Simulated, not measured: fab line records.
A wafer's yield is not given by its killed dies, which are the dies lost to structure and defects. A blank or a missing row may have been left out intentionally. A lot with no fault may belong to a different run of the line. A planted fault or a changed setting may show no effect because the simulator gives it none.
Chamber matching + flow nand_harc + pecvd-03 running NHARC_P_CONTACT_DEP_30: 3 sister chambers
The step deposits SiNx, target thk 30 nm. 14 wafers are shown with their chamber, then 7 later ones without.

== EACH WAFER AND ITS CHAMBER ==
| wafer  | chamber | heater_power_w (W) |
|--------|---------|--------------------|
| L080.2 | 1       | 654                |
| L080.3 | 2       | 747                |
| L080.5 | 2       | 758                |
| L081.1 | 1       | 708                |
| L081.3 | 2       | 835                |
| L081.5 | 0       | 858                |
| L086.1 | 0       | 879                |
| L086.3 | 2       | 863                |
| L086.6 | 1       | 640                |
| L091.1 | 1       | 699                |
| L091.3 | 2       | 717                |
| L091.6 | 0       | 757                |
| L093.1 | 1       | 659                |
| L093.5 | 2       | 868                |

SIGNATURES (means of the wafers above)
| reading        | chamber 0 | chamber 1 | chamber 2 | scatter within a chamber |
|----------------|-----------|-----------|-----------|--------------------------|
| heater_power_w | 831.33    | 672.00    | 798.00    | 55                       |
Rule: a wafer's distance from a chamber is the root of the sum, over the readings, of the square of ((its reading less the chamber's mean) divided by the reading's scatter). If the next closest chamber is less than 2 further off than the closest, the wafer can't be placed; otherwise it belongs to the closest. How the scatter is found: for the shown wafers, subtract from each reading the mean of its chamber, square and add these, divide the total by (wafers less chambers), then take the root.

== WAFERS WITH NO CHAMBER GIVEN ==
| wafer  | heater_power_w (W) |
|--------|--------------------|
| L093.6 | 821                |
| L095.1 | 819                |
| L095.3 | 666                |
| L095.4 | 753                |
| L097.2 | 809                |
| L097.4 | 807                |
| L097.5 | 710                |

== EACH ONE'S CHAMBER ==
| wafer  | from the rows above          | in truth |
|--------|------------------------------|----------|
| L093.6 | can't be placed: 0 or 2      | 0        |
| L095.1 | can't be placed: 0 or 2      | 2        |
| L095.3 | 1                            | 1        |
| L095.4 | can't be placed: 2 or 0 or 1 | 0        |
| L097.2 | can't be placed: 2 or 0      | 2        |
| L097.4 | can't be placed: 2 or 0      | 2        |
| L097.5 | can't be placed: 1 or 2 or 0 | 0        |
Correct placement for 1 of the 7. Not placeable from these rows: 6 (in 6, the candidates include the true chamber). 0 placed wrongly.
